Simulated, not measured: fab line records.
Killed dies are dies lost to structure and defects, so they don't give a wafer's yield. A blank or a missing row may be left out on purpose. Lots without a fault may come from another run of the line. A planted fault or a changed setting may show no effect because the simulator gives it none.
The same fault as seen by 2 desks -- flow nand harc -- numbers are kept per desk, each desk with only its own; the story behind them comes last

TOOL OWNER'S DESK, ald hk-02
The tool's own readings at NHARC_A_WL_FILL_ALD_00 (deposits Al2O3, target thk 3 nm, pulse time 3 s, ald cycles 30): means of the sampled wafers that have a number, for each lot that ran on this tool. The brackets show how far a lot's mean lies from the usual mean; more than 4 standard deviations puts the lot out of limits, marked OUT.
Columns: A = heater power w at NHARC_A_WL_FILL_ALD_00, usual 486 W; B = precursor pulse height rel at NHARC_A_WL_FILL_ALD_00, usual 0.999; C = susceptor temp C at NHARC_A_WL_FILL_ALD_00, usual 300.01 C
lot,first seen here,A,B,C
L187,day 20 17:59,437,1.020,299.85
L189,day 21 06:46,403,0.966,300.03
L194,day 23 21:16,476,0.995,-
L196,day 24 06:23,422,1.000,299.80
L195,day 24 11:47,476,1.019,300.03
L207,day 29 09:50,428,0.994,300.07
Result from this desk: across the 6 lots, nothing is out of limits.

AT THE METROLOGY DESK
Means of the sampled wafers that have a number, per lot and without regard to the tool the lot ran on: this is what the gauges read. The brackets show how far a lot's mean lies from the usual mean; more than 4 standard deviations puts the lot out of limits, marked OUT.
Columns: A = cd nm at NHARC_A_SLIT_CD_MEAS_21, usual 289.5 nm
lot,first seen here,A
L187,day 20 11:19,289.7
L189,day 20 23:30,288.1
L194,day 23 14:30,290.1
L196,day 23 23:36,289.3
L195,day 24 05:02,289.1
L199,day 26 01:58,290.2
L200,day 26 05:50,289.8
L202,day 26 19:49,289.8
L203,day 26 23:40,289.5
L204,day 27 08:09,289.1
L205,day 27 08:35,288.7
L206,day 28 05:58,288.9
L207,day 29 03:05,290.0
Result from this desk: across the 13 lots, nothing is out of limits.

TAKEN TOGETHER
The tool owner's desk saw nothing out of limits.
The metrology desk saw nothing out of limits.

WHAT WAS PUT IN BY THE SIMULATOR
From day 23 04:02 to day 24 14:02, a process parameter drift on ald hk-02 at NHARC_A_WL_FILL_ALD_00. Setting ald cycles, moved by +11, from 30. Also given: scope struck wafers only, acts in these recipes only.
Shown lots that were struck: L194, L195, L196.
